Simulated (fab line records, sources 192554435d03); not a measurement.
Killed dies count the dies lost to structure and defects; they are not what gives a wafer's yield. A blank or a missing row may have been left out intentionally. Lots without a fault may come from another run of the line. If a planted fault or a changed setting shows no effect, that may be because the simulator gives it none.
A lot that was struck, set against a sound lot	flow n5Finfet	20 steps out of a route of 1938
Sound: wafers L229.1, L229.5, L229.6. Wafers struck: L242.2, L242.3, L242.4. At the end, the cause is stated.
For every step that has rows: the tool of each side, followed by ch and its chambers, followed by its first start. Under that, the readings that differ: sound wafers	struck wafers	difference of the means	sigmas: that difference in standard deviations of wafers without a fault.
alike: readings whose means differ by less than 2 such deviations, and words and numbers that are the same on both sides. not compared: withheld readings, readings that some wafer has no value for, bounds like >300 that may hide the same value, and numbers for which the record gives no deviation and whose values overlap.
A row with sigmas, a row that says differs or no value, or rows on one side alone: a step with any of these is where the two part. When numbers do not overlap yet have no deviation, they are printed without sigmas and do not part them. Lack of a reading on every wafer of one side parts them only where that side has two or more wafers.

first, 1 step without rows for these wafers: N5_ZERO_LAYER_HARDBAKE_23 (time 120 s).
N5_ZERO_LAYER_CD_MEAS_11 targets a cd of 2000 nm.
  sound on cdSem-03 ch 0, day 3 06:40; struck on cdSem-01 ch 0, day 6 12:47
  alike: cdNm
N5_ZERO_LAYER_DESCUM_16: chemistry O2, time 7.9 s.
  sound on rieDiel-02 ch 1,2, day 3 06:43; struck on rieDiel-03 ch 1,2,3, day 6 12:50
  alike: drypumpMotorCurrentA, o2FlowSccm, oesProductAu, rfVppV, showerheadPlenumPTorr, tempC, throttleValvePct
  not compared: rfHoursCounterH
N5_ZERO_LAYER_ETCH_17: etches SiO2 in CF4, target depth 12 nm, time 13.3 s.
  sound on rieDiel-02 ch 1,2, day 3 06:45; struck on rieDiel-03 ch 1,2,3, day 6 12:52
  alike: biasW, drypumpMotorCurrentA, oesProductAu, rfVppV, showerheadPlenumPTorr, throttleValvePct
  not compared: rfHoursCounterH
N5_ZERO_LAYER_ETCH_18: etches Si in HBr/Cl2, target depth 120 nm, time 40 s.
  sound on rieSi-02 ch 1,2, day 3 06:49; struck on rieSi-02 ch 0,1,3, day 6 12:56
  alike: biasW, drypumpMotorCurrentA, oesProductAu, throttleValvePct
  not compared: rfHoursCounterH
N5_ZERO_LAYER_STRIP_24: strips in O2.
  sound on plasmaAsher-01 ch 0,1, day 3 06:55; struck on plasmaAsher-02 ch 0,1, day 6 13:02
reading	sound	struck	difference	sigmas
drypumpMotorCurrentA (A)	5.71 5.78 5.93	6.42 6.36 6.45	+0.60	+2
  alike: heaterPowerW, o2FlowSccm, oesProductAu, stripTimeToEndpointS, tempC
  not compared: rfHoursCounterH
then, 1 step without rows for these wafers: N5_ZERO_LAYER_STRIP_19 (strips in SPM, time 900 s).
N5_ZERO_LAYER_INSPECT_20: inspects for defects (darkfield).
  sound: defectInspect-01 at day 3 07:17; struck: defectInspect-02 at day 6 13:26
reading	sound	struck	difference	sigmas
rawDefectCount	18 18 19	72 46 34	+32	+2
then, 4 steps without rows for these wafers: N5_WELL_APT_HMDS_01 (time 60 s); N5_WELL_APT_COAT_02 (resist thk 950 nm); N5_WELL_APT_EBR_04; N5_WELL_APT_SOFTBAKE_03 (time 60 s).
N5_WELL_APT_EXPOSE_05: exposes mask NWELL, defocus 0 nm, target cd 200 nm.
  sound on krfScanner-02 ch 0, day 3 07:32; struck on krfScanner-02 ch 0, day 6 13:34
reading	sound	struck	difference	sigmas
model.WELL_APT.overlayXNm (nm)	-0.1022 -0.1022 -0.1022	51.22 51.22 51.22	+51.32	
  alike: mask, exposureDoseMJCm2
then, 3 steps without rows for these wafers: N5_WELL_APT_PEB_06 (peb time 90 s); N5_WELL_APT_DEVELOP_07 (develop time 45 s); N5_WELL_APT_HARDBAKE_12 (time 120 s).
N5_WELL_APT_CD_MEAS_08 targets a cd of 200 nm.
  sound on cdSem-03 ch 0, day 3 07:43; struck on cdSem-01 ch 0, day 6 13:44
  alike: cdNm
N5_WELL_APT_OVL_MEAS_09:
  sound on overlay-02 ch 0, day 3 07:44; struck on overlay-01 ch 0, day 6 13:46
reading	sound	struck	difference	sigmas
NWELL_OVL (nm)	-4 0 -5	46 57 45	+52	+8
N5_WELL_APT_INSPECT_10: inspects for defects (macro).
  sound: defectInspect-01 at day 3 07:46; struck: defectInspect-01 at day 6 13:47
  alike: rawDefectCount
-- a jump in the record: the struck wafers' starts before and after are 6 days apart (it breaks off in module WELL_APT and resumes in module BEOL_M4, where the first step shown is number 1111 of the route) --
N5_BEOL_M4_RC_MEAS_101:
  sound on prober-01 ch 0, day 9 19:44; struck on prober-02 ch 0, day 12 14:52
reading	sound	struck	difference	sigmas
DIBL_N (mV/V)	34.9 34.5 35.1	37.8 37.4 36.9	+2.5	+2
  alike: DIBL_P, IOFF_N, IOFF_P, ION_N, ION_P, SS_N, SS_P, VT_N, VT_P

## WHERE THEY PART
First at N5_ZERO_LAYER_STRIP_24; last, within this record, at N5_BEOL_M4_RC_MEAS_101.

WHY: whatever the simulator had introduced
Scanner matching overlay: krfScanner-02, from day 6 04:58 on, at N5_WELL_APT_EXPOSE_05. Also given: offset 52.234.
